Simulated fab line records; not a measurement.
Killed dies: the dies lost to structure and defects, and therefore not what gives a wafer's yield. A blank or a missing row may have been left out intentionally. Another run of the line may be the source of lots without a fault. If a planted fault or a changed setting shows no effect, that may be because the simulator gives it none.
fab line records	flow n5_finfet
[record] lots = 24	wafers = 72	last_day = 18
route steps=1938 shown GATE_CUT@465
lots untouched by any fault: they come from a run of this same line in which no faults occurred
start_h: the number of hours between the record's first day and the start of the first shown wafer of the lot	wait_h: how many hours have passed since the lot's step before this one	" as in the row above	L1.1+2: a single row standing in for several wafers	- no value, or no start was given	* or withheld: withheld	< > ~ a bound
route shown NAME@n: names a module that has steps shown in the file, with the first one's number in the route	usual: mean/standard deviation of fault-free wafers	same: alike in all rows	chamber/n: place in a boat	sites: readings site by site	_std_site: standard deviation of those values	_edge_site: inner sites' mean taken away from outer sites' mean	radius_mm: how far each site lies from the wafer's centre	mask NAME#n: copy n	behind: the last tool/chamber to shape the wafer	hold: cause of the lot's hold/its duration in hours/its outcome	device: the n, p or np transistor that did not switch	end of line: the same wafers' tests at the end of the route	a step without rows: its recipe alone	killed: dies lost to structure and defects at the first sort, not the wafer's yield	map: a wafer's dies, x killed, . not, _ none there
set.NAME: the setting the step ran with; set.NAME@STEP: the setting that earlier step ran with	model.NAME: the simulator's own value behind a step, which no gauge read
the route's steps for a sample of lots (tables are steps, rows are wafers)
services: from which hour (start_h, from the record's first day; less than 0 if before it) a tool's chamber was out of use, for how many hours, and why
[[steps]]
[step N5_GATE_CUT_ETCHBACK_00]
[recipe] chemistry = SF6/Cl2	target = W	pressure_mtorr = 8	icp_w = 900	bias_w = 80	SF6_flow_sccm = 40	Cl2_flow_sccm = 60
[usual] drypump_motor_current_A = 5.6/0.51	oes_product_au = 0.71/0.1	throttle_valve_pct = 27.74/0.21
lot.wafer	tool	chamber	start_h	wait_h	drypump_motor_current_A	oes_product_au	rf_hours_counter_h	throttle_valve_pct
L074.1	rie_metal-03	0	83.21	0.0	6.1	0.87	16	28.00
L074.2	"	1	"	"	6.0	0.63	111	27.40
L074.3	"	1	"	"	6.0	0.64	-	27.41
L075.3	rie_metal-01	0	87.38	0.1	4.9	0.64	-	27.83
L075.4	"	1	"	"	6.1	0.69	-	27.82
L075.6	"	0	"	"	4.9	0.64	-	27.82
L076.3	rie_metal-01	1	93.29	0.1	6.0	0.69	-	27.84
L076.4	"	0	"	"	4.9	0.63	-	27.82
L076.6	"	0	"	"	4.9	0.64	-	27.82
L077.3	rie_metal-01	0	101.12	0.1	4.9	0.63	-	27.83
L077.4	"	1	"	"	6.0	0.69	-	27.83
L077.6	"	0	"	"	4.9	0.64	-	27.84
L078.2	rie_metal-01	1	106.07	0.0	6.0	0.69	85	27.83
L078.4	"	0	"	"	4.9	0.64	-	27.83
L078.5	"	0	"	"	4.9	0.64	-	27.84
L079.3	rie_metal-02	1	113.79	0.1	5.5	0.71	-	27.71
L079.4	"	0	"	"	6.1	0.97	-	27.40
L079.6	"	0	"	"	6.1	0.98	-	27.38
L080.1	rie_metal-01	1	119.19	0.0	6.0	0.69	86	27.83
L080.4	"	1	"	"	6.0	0.69	-	27.84
L080.6	"	0	"	"	4.9	0.64	-	27.84
L081.1	rie_metal-03	1	127.29	0.0	6.0	0.63	115	27.41
L081.2	"	0	"	"	6.0	0.84	21	28.00
L081.5	"	1	"	"	6.0	0.63	-	27.41
L082.1	rie_metal-01	1	132.74	0.0	6.0	0.68	87	27.84
L082.4	"	0	"	"	4.9	0.63	-	27.84
L082.5	"	1	"	"	6.0	0.68	-	27.85
L083.1	rie_metal-03	1	141.27	0.0	6.0	0.62	115	27.41
L083.2	"	0	"	"	6.0	0.85	21	28.01
L083.5	"	0	"	"	6.0	0.84	-	28.01
L084.1	rie_metal-01	0	150.52	0.0	4.9	0.63	119	27.85
L084.5	"	0	"	"	4.9	0.63	-	27.85
L084.6	"	0	"	"	4.9	0.62	-	27.83
L085.2	rie_metal-01	0	154.54	0.1	4.9	0.63	-	27.84
L085.4	"	0	"	"	4.9	0.62	-	27.83
L085.6	"	0	"	"	4.9	0.62	-	27.84
L086.1	rie_metal-02	1	157.82	0.0	5.5	0.70	83	27.72
L086.2	"	0	"	"	6.1	0.93	7	27.40
L086.4	"	0	"	"	6.1	0.94	-	27.41
L087.1	rie_metal-01	0	161.62	0.0	4.9	0.62	120	27.85
L087.2	"	0	"	"	4.9	0.62	-	27.85
L087.6	"	0	"	"	4.9	0.62	-	27.84
L088.2	rie_metal-03	0	165.74	0.0	6.0	0.83	23	28.00
L088.5	"	0	"	"	6.1	0.83	-	28.01
L088.6	"	1	"	"	6.0	0.62	-	27.42
L089.3	rie_metal-02	1	172.62	0.1	5.5	0.69	-	27.72
L089.4	"	0	"	"	6.1	0.93	-	27.42
L089.5	"	1	"	"	5.5	0.69	-	27.72
L090.2	rie_metal-01	1	174.24	0.1	6.0	0.68	-	27.85
L090.3	"	1	"	"	6.0	0.68	-	27.85
L090.4	"	1	"	"	6.0	0.68	-	27.84
L091.1	rie_metal-01	0	183.53	0.0	4.9	0.62	122	27.85
L091.3	"	0	"	"	4.9	0.63	-	27.85
L091.4	"	1	"	"	6.0	0.68	-	27.85
L092.2	rie_metal-02	1	192.77	0.0	5.5	0.68	87	27.71
L092.5	"	0	"	"	6.1	0.92	-	27.43
L092.6	"	1	"	"	5.5	0.68	-	27.72
L093.1	rie_metal-03	0	193.30	0.0	6.0	0.83	25	28.01
L093.2	"	1	"	"	6.0	0.62	120	27.41
L093.3	"	0	"	"	6.1	0.84	-	28.02
L094.4	rie_metal-02	1	201.00	0.1	5.5	0.68	-	27.71
L094.5	"	1	"	"	5.5	0.69	-	27.72
L094.6	"	0	"	"	6.1	0.92	-	27.41
L095.2	rie_metal-03	0	204.84	0.0	6.1	0.84	27	28.00
L095.4	"	0	"	"	6.1	0.83	-	28.03
L095.5	"	1	"	"	6.0	0.61	-	27.43
L096.1	rie_metal-01	1	208.77	0.0	6.0	0.68	92	27.85
L096.2	"	0	"	"	4.9	0.62	124	27.86
L096.4	"	1	"	"	6.0	0.67	-	27.86
L097.4	rie_metal-03	1	218.93	0.1	6.0	0.61	-	27.42
L097.5	"	1	"	"	6.0	0.62	-	27.43
L097.6	"	0	"	"	6.1	0.82	-	28.02
[step N5_GATE_CUT_STRIP_59]
[recipe] chemistry = N2/H2	time_s = 20	power_w = 100	temp_c = 40	pressure_mtorr = 100	rf_frequency_hz = 6e+07	bias_power_w = 3	n2_flow_sccm = 300	h2_flow_sccm = 300
[usual] drypump_motor_current_A = 5.7/0.38	n2_flow_sccm = 300.0/0.93	oes_product_au = 0.78/0.083	rf_vpp_V = 45.2/0.99	showerhead_plenum_p_Torr = 3.39/0.12	throttle_valve_pct = 12.1/0.33
lot.wafer	tool	chamber	start_h	wait_h	drypump_motor_current_A	n2_flow_sccm	oes_product_au	rf_hours_counter_h	rf_vpp_V	showerhead_plenum_p_Torr	throttle_valve_pct
L074.1	rie_diel-03	0	83.63	0.1	5.2	300.4	0.90	37	45.5	3.59	11.8
L074.2	"	2	"	"	5.2	301.7	0.78	138	44.8	3.27	11.9
L074.3	"	1	"	"	6.0	300.7	0.83	63	45.3	3.57	11.7
L075.3	rie_diel-01	1	87.74	0.1	5.9	299.2	0.73	166	43.8	3.37	12.0
L075.4	"	3	"	"	6.2	299.1	0.94	20	45.9	3.31	11.8
L075.6	"	1	"	"	5.8	299.1	0.73	-	43.7	3.37	12.0
L076.3	rie_diel-01	2	93.64	0.1	6.1	300.5	0.72	192	45.9	3.21	12.3
L076.4	"	1	"	"	5.8	299.7	0.73	168	45.9	3.36	12.1
L076.6	"	1	"	"	5.8	299.8	0.73	-	45.1	3.36	12.1
L077.3	rie_diel-01	0	101.51	0.1	5.2	300.9	0.73	151	46.0	3.52	12.3
L077.4	"	1	"	"	5.8	299.7	0.73	171	45.4	3.36	12.1
L077.6	"	1	"	"	5.8	298.1	0.73	-	44.9	3.36	12.1
L078.2	rie_diel-03	0	106.46	0.1	5.3	299.9	0.87	44	46.6	3.58	11.8
L078.4	"	3	"	"	5.9	300.1	0.71	217	44.5	3.51	12.9
L078.5	"	0	"	"	5.3	299.8	0.87	-	46.4	3.58	11.8
L079.3	rie_diel-01	0	114.15	0.1	5.3	299.7	0.74	155	45.5	3.52	12.3
L079.4	"	3	"	"	6.2	299.9	0.92	27	44.7	3.31	11.8
L079.6	"	1	"	"	5.9	301.4	0.72	-	46.0	3.36	12.1
L080.1	rie_diel-01	3	119.66	0.1	6.2	300.5	0.92	29	46.9	3.30	11.8
L080.4	"	0	"	"	5.2	300.9	0.74	157	45.1	3.52	12.4
L080.6	"	0	"	"	5.2	300.7	0.74	-	45.1	3.52	12.4
L081.1	rie_diel-06	1	127.68	0.1	5.9	299.6	0.90	27	44.8	3.43	11.6
L081.2	"	2	"	"	5.2	297.7	0.72	194	44.3	3.36	12.6
L081.5	"	3	"	"	5.3	298.6	0.86	-	45.7	3.55	12.1
L082.1	rie_diel-06	0	133.18	0.1	5.8	300.4	0.93	24	46.3	3.29	11.9
L082.4	"	1	"	"	5.9	301.4	0.90	29	46.0	3.43	11.6
L082.5	"	0	"	"	5.8	301.3	0.93	-	43.1	3.29	11.9
L083.1	rie_diel-01	3	141.77	0.1	6.2	299.9	0.91	36	44.2	3.30	11.8
L083.2	"	0	"	"	5.2	300.0	0.73	164	45.3	3.51	12.4
L083.5	"	2	"	"	6.1	301.1	0.71	-	45.2	3.21	12.4
L084.1	rie_diel-06	0	151.19	0.1	5.8	298.8	0.92	31	44.5	3.29	12.0
L084.5	"	1	"	"	5.9	299.5	0.87	-	45.5	3.42	11.6
L084.6	"	0	"	"	5.8	300.3	0.92	-	46.3	3.29	12.0
L085.2	rie_diel-01	1	155.16	0.1	5.8	301.0	0.71	187	44.9	3.35	12.1
L085.4	"	3	"	"	6.3	299.2	0.91	40	44.4	3.30	11.9
L085.6	"	2	"	"	6.1	298.0	0.71	-	46.9	3.21	12.4
L086.1	rie_diel-03	1	158.24	0.1	6.0	299.7	0.81	79	44.0	3.56	11.7
L086.2	"	0	"	"	5.3	299.1	0.85	60	44.8	3.57	11.8
L086.4	"	2	"	"	5.2	300.3	0.76	160	45.0	3.26	11.9
L087.1	rie_diel-06	1	162.29	0.1	5.9	298.0	0.88	36	44.7	3.42	11.6
L087.2	"	0	"	"	5.8	301.1	0.91	33	45.0	3.29	11.9
L087.6	"	0	"	"	5.8	300.6	0.92	-	45.0	3.29	12.0
L088.2	rie_diel-01	0	166.14	0.1	5.2	299.8	0.72	170	45.9	3.51	12.4
L088.5	"	3	"	"	6.3	298.6	0.90	-	45.3	3.30	11.9
L088.6	"	2	"	"	6.1	299.4	0.71	-	45.1	3.20	12.4
L089.3	rie_diel-03	1	173.05	0.1	6.0	300.3	0.80	82	45.6	3.56	11.7
L089.4	"	3	"	"	5.9	302.2	0.69	238	44.1	3.50	12.9
L089.5	"	3	"	"	5.9	300.4	0.69	-	45.5	3.50	12.9
L090.2	rie_diel-01	1	174.97	0.1	5.9	300.1	0.72	192	46.0	3.35	12.1
L090.3	"	0	"	"	5.2	300.6	0.72	173	46.7	3.51	12.4
L090.4	"	3	"	"	6.3	299.1	0.89	46	42.9	3.30	11.9
L091.1	rie_diel-03	2	183.92	0.1	5.3	300.7	0.76	166	45.2	3.26	12.0
L091.3	"	0	"	"	5.2	299.3	0.85	66	45.7	3.57	11.9
L091.4	"	3	"	"	5.9	299.7	0.69	240	45.4	3.50	12.9
L092.2	rie_diel-06	2	193.16	0.1	5.2	300.7	0.70	212	45.4	3.35	12.6
L092.5	"	2	"	"	5.2	301.0	0.70	-	45.6	3.35	12.6
L092.6	"	1	"	"	5.9	301.6	0.86	-	46.5	3.42	11.7
L093.1	rie_diel-06	3	193.69	0.1	5.3	299.6	0.84	67	44.2	3.54	12.1
L093.2	"	1	"	"	5.9	298.8	0.87	46	44.8	3.42	11.7
L093.3	"	2	"	"	5.2	300.7	0.71	212	45.4	3.35	12.6
L094.4	rie_diel-01	1	201.40	0.1	5.9	301.1	0.71	200	44.7	3.35	12.1
L094.5	"	1	"	"	5.8	300.3	0.71	-	45.9	3.35	12.2
L094.6	"	2	"	"	6.1	300.9	0.70	-	44.0	3.20	12.4
L095.2	rie_diel-01	2	205.23	0.1	6.1	300.9	0.70	226	44.2	3.20	12.4
L095.4	"	3	"	"	6.2	300.9	0.88	55	45.7	3.29	11.9
L095.5	"	0	"	"	5.2	302.0	0.70	-	46.3	3.50	12.4
L096.1	rie_diel-01	3	209.16	0.1	6.2	299.8	0.88	56	45.5	3.29	11.9
L096.2	"	2	"	"	6.1	299.4	0.70	227	42.9	3.20	12.4
L096.4	"	1	"	"	5.8	299.4	0.71	202	44.5	3.35	12.1
L097.4	rie_diel-01	2	219.29	0.1	6.1	301.1	0.69	229	43.5	3.20	12.4
L097.5	"	2	"	"	6.1	300.2	0.70	-	43.7	3.20	12.4
L097.6	"	1	"	"	5.9	299.4	0.70	-	45.1	3.34	12.2
[step N5_GATE_CUT_PECVD_57]
[recipe] material = SiNx	target_thk_a = 210	temp_c = 400	precursor = SiH4/NH3/N2	pressure_torr = 1.5	rf_w = 300
[usual] heater_power_w = 765/91	showerhead_plenum_p_Torr = 5.16/0.063	throttle_valve_pct = 40.3/1.7
lot.wafer	tool	chamber	start_h	wait_h	heater_power_w	showerhead_plenum_p_Torr	throttle_valve_pct
L074.1	pecvd-02	0	86.84	1.1	849	5.15	42.5
L074.2	"	1	"	"	672	5.22	39.4
L074.3	"	1	"	"	671	5.23	39.0
L075.3	pecvd-02	1	93.42	1.1	765	5.23	39.0
L075.4	"	0	"	"	855	5.15	42.8
L075.6	"	1	"	"	769	5.22	39.5
L076.3	pecvd-02	2	100.25	1.1	813	5.11	38.4
L076.4	"	0	"	"	753	5.16	42.5
L076.6	"	2	"	"	792	5.13	38.3
L077.3	pecvd-03	1	103.92	1.1	709	5.07	42.0
L077.4	"	0	"	"	780	5.24	39.6
L077.6	"	1	"	"	703	5.07	41.7
L078.2	pecvd-02	0	108.87	1.1	753	5.15	42.7
L078.4	"	2	"	"	831	5.12	38.3
L078.5	"	0	"	"	773	5.15	42.7
L079.3	pecvd-02	1	116.57	1.1	756	5.23	39.3
L079.4	"	0	"	"	733	5.14	42.8
L079.6	"	1	"	"	742	5.22	39.0
L080.1	pecvd-02	1	122.07	1.1	751	5.23	39.2
L080.4	"	2	"	"	927	5.12	38.5
L080.6	"	1	"	"	754	5.23	39.1
L081.1	pecvd-02	2	130.09	1.1	870	5.13	38.3
L081.2	"	1	"	"	705	5.23	39.1
L081.5	"	0	"	"	850	5.16	42.6
L082.1	pecvd-01	1	135.82	1.1	712	5.28	42.7
L082.4	"	2	"	"	855	5.21	40.3
L082.5	"	1	"	"	696	5.26	42.4
L083.1	pecvd-02	1	144.71	1.1	709	5.24	39.3
L083.2	"	2	"	"	893	5.12	38.6
L083.5	"	2	"	"	915	5.12	38.7
L084.1	pecvd-02	1	153.61	1.1	763	5.24	39.5
L084.5	"	2	"	"	961	5.12	38.5
L084.6	"	1	"	"	761	5.23	39.2
L085.2	pecvd-02	0	157.59	1.1	891	5.15	42.9
L085.4	"	0	"	"	888	5.13	42.8
L085.6	"	2	"	"	900	5.11	38.5
L086.1	pecvd-03	0	160.65	1.1	799	5.24	39.4
L086.2	"	1	"	"	657	5.05	41.8
L086.4	"	0	"	"	795	5.24	39.7
L087.1	pecvd-03	0	164.75	1.1	788	5.26	39.7
L087.2	"	1	"	"	606	5.06	41.7
L087.6	"	1	"	"	630	5.06	41.7
L088.2	pecvd-02	1	168.55	1.1	691	5.22	39.3
L088.5	"	0	"	"	756	5.15	42.9
L088.6	"	1	"	"	702	5.22	39.3
L089.3	pecvd-02	2	175.46	1.1	836	5.11	38.5
L089.4	"	1	"	"	685	5.23	39.2
L089.5	"	2	"	"	832	5.12	38.8
L090.2	pecvd-03	1	177.38	1.1	737	5.04	41.9
L090.3	"	0	"	"	750	5.23	39.8
L090.4	"	0	"	"	722	5.22	39.8
L091.1	pecvd-01	1	186.48	1.1	635	5.26	42.9
L091.3	"	0	"	"	706	5.07	39.3
L091.4	"	0	"	"	690	5.06	39.5
L092.2	pecvd-03	2	195.69	1.1	608	5.14	38.5
L092.5	"	0	"	"	778	5.24	39.6
L092.6	"	2	"	"	626	5.14	38.7
L093.1	pecvd-02	2	196.95	1.1	892	5.11	38.4
L093.2	"	0	"	"	741	5.15	42.7
L093.3	"	1	"	"	730	5.24	39.3
L094.4	pecvd-02	1	203.83	1.1	757	5.25	39.3
L094.5	"	2	"	"	973	5.11	38.5
L094.6	"	0	"	"	884	5.15	42.6
L095.2	pecvd-03	1	207.64	1.1	725	5.05	42.0
L095.4	"	1	"	"	696	5.05	41.8
L095.5	"	0	"	"	714	5.24	39.6
L096.1	pecvd-02	2	212.15	1.1	807	5.11	38.8
L096.2	"	1	"	"	658	5.22	39.3
L096.4	"	0	"	"	817	5.15	42.8
L097.4	pecvd-01	1	221.72	1.1	678	5.25	43.0
L097.5	"	0	"	"	793	5.06	39.5
L097.6	"	1	"	"	721	5.26	43.0
[step N5_GATE_CUT_OVL_MEAS_14]
[recipe] points_per_wafer = 522
[usual] GATE_CUT_OVL = -0.2/0.67
lot.wafer	tool	chamber	start_h	wait_h	GATE_CUT_OVL[nm]
L074.1	overlay-01	0	87.76	0.0	-0.8
L074.2	"	0	"	"	-0.2
L074.3	"	0	"	"	-0.5
L075.3	overlay-01	0	94.20	0.0	0.8
L075.4	"	0	"	"	0.9
L075.6	"	0	"	"	0.5
L076.3	overlay-01	0	101.03	0.0	-0.7
L076.4	"	0	"	"	-0.6
L076.6	"	0	"	"	-0.8
L077.3	overlay-02	0	104.77	0.0	0.9
L077.4	"	0	"	"	1.1
L077.6	"	0	"	"	0.9
L078.2	overlay-01	0	109.77	0.0	-0.1
L078.4	"	0	"	"	0.3
L078.5	"	0	"	"	-1.3
L079.3	overlay-02	0	117.48	0.0	-0.6
L079.4	"	0	"	"	-0.1
L079.6	"	0	"	"	-0.5
L080.1	overlay-01	0	122.84	0.0	0.4
L080.4	"	0	"	"	0.3
L080.6	"	0	"	"	-0.3
L081.1	overlay-01	0	130.86	0.0	0.6
L081.2	"	0	"	"	-0.1
L081.5	"	0	"	"	-0.2
L082.1	overlay-02	0	136.61	0.0	-1.2
L082.4	"	0	"	"	-1.0
L082.5	"	0	"	"	-1.5
L083.1	overlay-02	0	145.48	0.0	0.8
L083.2	"	0	"	"	-0.4
L083.5	"	0	"	"	1.0
L084.1	overlay-01	0	154.51	0.0	-1.6
L084.5	"	0	"	"	-1.3
L084.6	"	0	"	"	-1.0
L085.2	overlay-02	0	158.49	0.0	-0.5
L085.4	"	0	"	"	-0.3
L085.6	"	0	"	"	0.3
L086.1	overlay-02	0	161.55	0.0	-1.1
L086.2	"	0	"	"	-0.5
L086.4	"	0	"	"	-0.8
L087.1	overlay-01	0	165.86	0.0	-1.1
L087.2	"	0	"	"	-0.3
L087.6	"	0	"	"	-0.3
L088.2	overlay-02	0	169.85	0.0	0.5
L088.5	"	0	"	"	0.1
L088.6	"	0	"	"	0.4
L089.3	overlay-02	0	176.27	0.0	0.0
L089.4	"	0	"	"	-1.2
L089.5	"	0	"	"	0.1
L090.2	overlay-01	0	178.16	0.0	0.3
L090.3	"	0	"	"	1.0
L090.4	"	0	"	"	-0.1
L091.1	overlay-01	0	187.38	0.0	-0.3
L091.3	"	0	"	"	-1.0
L091.4	"	0	"	"	-1.3
L092.2	overlay-01	0	196.59	0.0	-0.6
L092.5	"	0	"	"	0.1
L092.6	"	0	"	"	-0.7
L093.1	overlay-02	0	197.72	0.0	0.4
L093.2	"	0	"	"	-0.2
L093.3	"	0	"	"	0.0
L094.4	overlay-01	0	204.72	0.0	0.3
L094.5	"	0	"	"	-0.1
L094.6	"	0	"	"	-0.8
L095.2	overlay-02	0	208.42	0.0	0.4
L095.4	"	0	"	"	0.0
L095.5	"	0	"	"	1.0
L096.1	overlay-01	0	213.06	0.0	-0.3
L096.2	"	0	"	"	-0.9
L096.4	"	0	"	"	-0.3
L097.4	overlay-02	0	222.63	0.0	-0.7
L097.5	"	0	"	"	0.9
L097.6	"	0	"	"	-0.8
[step N5_GATE_CUT_VAPOR_ETCH_48]
[recipe] chemistry = BCl3/Cl2	target = TiN	mode = isotropic
[usual] drypump_motor_current_A = 5.8/0.4	oes_product_au = 0.75/0.12
lot.wafer	tool	chamber	start_h	wait_h	drypump_motor_current_A	oes_product_au
L074.1	rie_metal-01	1	89.73	0.0	6.0	0.69
L074.2	"	0	"	"	4.9	0.64
L074.3	"	0	"	"	4.9	0.64
L075.3	rie_metal-02	1	94.86	0.0	5.5	0.70
L075.4	"	0	"	"	6.1	1.00
L075.6	"	0	"	"	6.1	1.00
L076.3	rie_metal-03	1	101.69	0.0	6.0	0.63
L076.4	"	0	"	"	6.0	0.86
L076.6	"	1	"	"	6.0	0.64
L077.3	rie_metal-02	0	105.43	0.0	6.1	0.99
L077.4	"	1	"	"	5.5	0.71
L077.6	"	0	"	"	6.1	0.99
L078.2	rie_metal-03	0	110.43	0.0	6.1	0.87
L078.4	"	0	"	"	6.1	0.85
L078.5	"	1	"	"	6.0	0.64
L079.3	rie_metal-02	1	118.14	0.0	5.5	0.70
L079.4	"	0	"	"	6.1	0.97
L079.6	"	1	"	"	5.5	0.70
L080.1	rie_metal-03	1	123.76	0.0	6.0	0.63
L080.4	"	1	"	"	6.0	0.63
L080.6	"	1	"	"	6.0	0.64
L081.1	rie_metal-01	1	131.53	0.0	6.0	0.68
L081.2	"	0	"	"	4.9	0.64
L081.5	"	1	"	"	6.0	0.68
L082.1	rie_metal-01	1	137.27	0.0	6.0	0.68
L082.4	"	0	"	"	4.9	0.63
L082.5	"	1	"	"	6.0	0.68
L083.1	rie_metal-02	0	146.15	0.0	6.1	0.95
L083.2	"	1	"	"	5.5	0.70
L083.5	"	1	"	"	5.5	0.69
L084.1	rie_metal-02	0	155.17	0.0	6.1	0.95
L084.5	"	0	"	"	6.1	0.95
L084.6	"	1	"	"	5.5	0.70
L085.2	rie_metal-01	0	159.34	0.1	4.9	0.63
L085.4	"	0	"	"	4.9	0.63
L085.6	"	0	"	"	4.9	0.63
L086.1	rie_metal-03	0	162.26	0.0	6.0	0.84
L086.2	"	1	"	"	6.0	0.62
L086.4	"	1	"	"	6.0	0.63
L087.1	rie_metal-02	0	166.52	0.0	6.1	0.93
L087.2	"	1	"	"	5.5	0.69
L087.6	"	0	"	"	6.1	0.94
L088.2	rie_metal-03	1	170.51	0.0	6.0	0.63
L088.5	"	1	"	"	6.0	0.63
L088.6	"	0	"	"	6.0	0.85
L089.3	rie_metal-01	1	177.32	0.1	6.0	0.67
L089.4	"	1	"	"	6.0	0.68
L089.5	"	1	"	"	6.0	0.68
L090.2	rie_metal-02	0	178.82	0.0	6.1	0.93
L090.3	"	0	"	"	6.1	0.93
L090.4	"	1	"	"	5.5	0.69
L091.1	rie_metal-01	0	188.09	0.0	4.9	0.62
L091.3	"	0	"	"	4.9	0.62
L091.4	"	1	"	"	6.0	0.68
L092.2	rie_metal-03	1	197.26	0.0	6.0	0.63
L092.5	"	0	"	"	6.1	0.84
L092.6	"	1	"	"	6.0	0.62
L093.1	rie_metal-02	1	198.39	0.0	5.5	0.69
L093.2	"	0	"	"	6.1	0.91
L093.3	"	0	"	"	6.1	0.91
L094.4	rie_metal-02	1	205.38	0.0	5.5	0.68
L094.5	"	1	"	"	5.5	0.69
L094.6	"	0	"	"	6.1	0.92
L095.2	rie_metal-02	1	209.08	0.0	5.5	0.68
L095.4	"	1	"	"	5.5	0.68
L095.5	"	0	"	"	6.1	0.91
L096.1	rie_metal-03	1	213.88	0.0	6.0	0.62
L096.2	"	0	"	"	6.1	0.83
L096.4	"	1	"	"	6.0	0.62
L097.4	rie_metal-03	1	223.36	0.0	6.0	0.61
L097.5	"	0	"	"	6.1	0.84
L097.6	"	1	"	"	6.0	0.62
[step N5_GATE_CUT_THK_MEAS_24]
[recipe] reads = SiO2_of_GATE_CUT_HM_DEP_46+SiO2_flowable_of_ILD0_FCVD_FILL_01
[usual] GC_FILL_THK = 219.1/2
lot.wafer	tool	chamber	start_h	wait_h	GC_FILL_THK[nm]
L074.1	film_metro-01	-	95.18	-	219.0
L074.2	"	-	"	"	217.1
L074.3	"	-	"	"	216.0
L075.3	film_metro-02	-	101.28	-	220.1
L075.4	"	-	"	"	220.9
L075.6	"	-	"	"	218.7
L076.3	film_metro-01	-	105.45	-	216.5
L076.4	"	-	"	"	218.8
L076.6	"	-	"	"	221.2
L077.3	film_metro-01	-	108.20	-	219.6
L077.4	"	-	"	"	219.3
L077.6	"	-	"	"	217.3
L078.2	film_metro-02	-	112.48	-	219.4
L078.4	"	-	"	"	221.5
L078.5	"	-	"	"	220.8
L079.3	film_metro-01	-	120.18	-	217.3
L079.4	"	-	"	"	216.1
L079.6	"	-	"	"	219.8
L080.1	film_metro-02	-	125.81	-	218.4
L080.4	"	-	"	"	221.6
L080.6	"	-	"	"	219.8
L081.1	film_metro-02	-	133.58	-	220.0
L081.2	"	-	"	"	218.9
L081.5	"	-	"	"	222.2
L082.1	film_metro-02	-	139.32	-	218.6
L082.4	"	-	"	"	221.6
L082.5	"	-	"	"	221.1
L083.1	film_metro-02	-	148.20	-	216.3
L083.2	"	-	"	"	218.7
L083.5	"	-	"	"	220.3
L084.1	film_metro-01	-	157.32	-	216.2
L084.5	"	-	"	"	220.1
L084.6	"	-	"	"	219.1
L085.2	film_metro-01	-	161.47	-	219.6
L085.4	"	-	"	"	220.5
L085.6	"	-	"	"	218.4
L086.1	film_metro-01	-	164.60	-	218.9
L086.2	"	-	"	"	220.4
L086.4	"	-	"	"	223.7
L087.1	film_metro-01	-	168.86	-	216.0
L087.2	"	-	"	"	214.3
L087.6	"	-	"	"	214.0
L088.2	film_metro-01	-	172.56	-	217.0
L088.5	"	-	"	"	218.7
L088.6	"	-	"	"	219.2
L089.3	film_metro-02	-	179.44	-	218.7
L089.4	"	-	"	"	221.2
L089.5	"	-	"	"	221.7
L090.2	film_metro-02	-	180.87	-	216.5
L090.3	"	-	"	"	217.8
L090.4	"	-	"	"	220.2
L091.1	film_metro-02	-	192.21	-	218.4
L091.3	"	-	"	"	219.8
L091.4	"	-	"	"	218.5
L092.2	film_metro-02	-	199.31	-	217.1
L092.5	"	-	"	"	219.4
L092.6	"	-	"	"	217.6
L093.1	film_metro-01	-	200.44	-	218.4
L093.2	"	-	"	"	216.8
L093.3	"	-	"	"	216.5
L094.4	film_metro-02	-	208.19	-	219.8
L094.5	"	-	"	"	221.4
L094.6	"	-	"	"	220.4
L095.2	film_metro-02	-	211.71	-	218.2
L095.4	"	-	"	"	220.6
L095.5	"	-	"	"	222.1
L096.1	film_metro-01	-	215.93	-	215.3
L096.2	"	-	"	"	219.7
L096.4	"	-	"	"	218.7
L097.4	film_metro-01	-	225.40	-	219.2
L097.5	"	-	"	"	220.1
L097.6	"	-	"	"	220.2
[[services]]
tool	chamber	start_h	hours	kind
rie_diel-03	2	62.74	8.3	repair
rie_metal-02	0	63.73	-	clean
rie_metal-02	0	63.73	22.2	scheduled_down
rie_metal-02	0	63.73	22.2	vent_cycle
rie_diel-06	-	82.95	0.9	repair
pecvd-03	0	93.93	3.9	repair
rie_diel-06	3	95.68	2.3	repair
rie_diel-06	1	108.93	13.4	repair
pecvd-03	1	140.56	5.5	scheduled_down
rie_metal-01	1	141.20	28.3	repair
pecvd-01	1	151.00	6.7	repair
pecvd-03	2	164.62	5.5	scheduled_down
rie_metal-01	0	167.21	9.9	repair
rie_diel-06	0	191.26	3.2	repair
rie_diel-03	0	195.40	6.6	repair
rie_diel-06	1	206.40	12.2	repair
pecvd-01	2	209.43	19.8	repair
pecvd-03	2	211.82	5.0	scheduled_down
rie_diel-06	-	215.37	0.3	repair
rie_diel-03	3	218.34	1.6	repair
rie_diel-03	-	218.39	7.2	repair
[[key]]
fault none
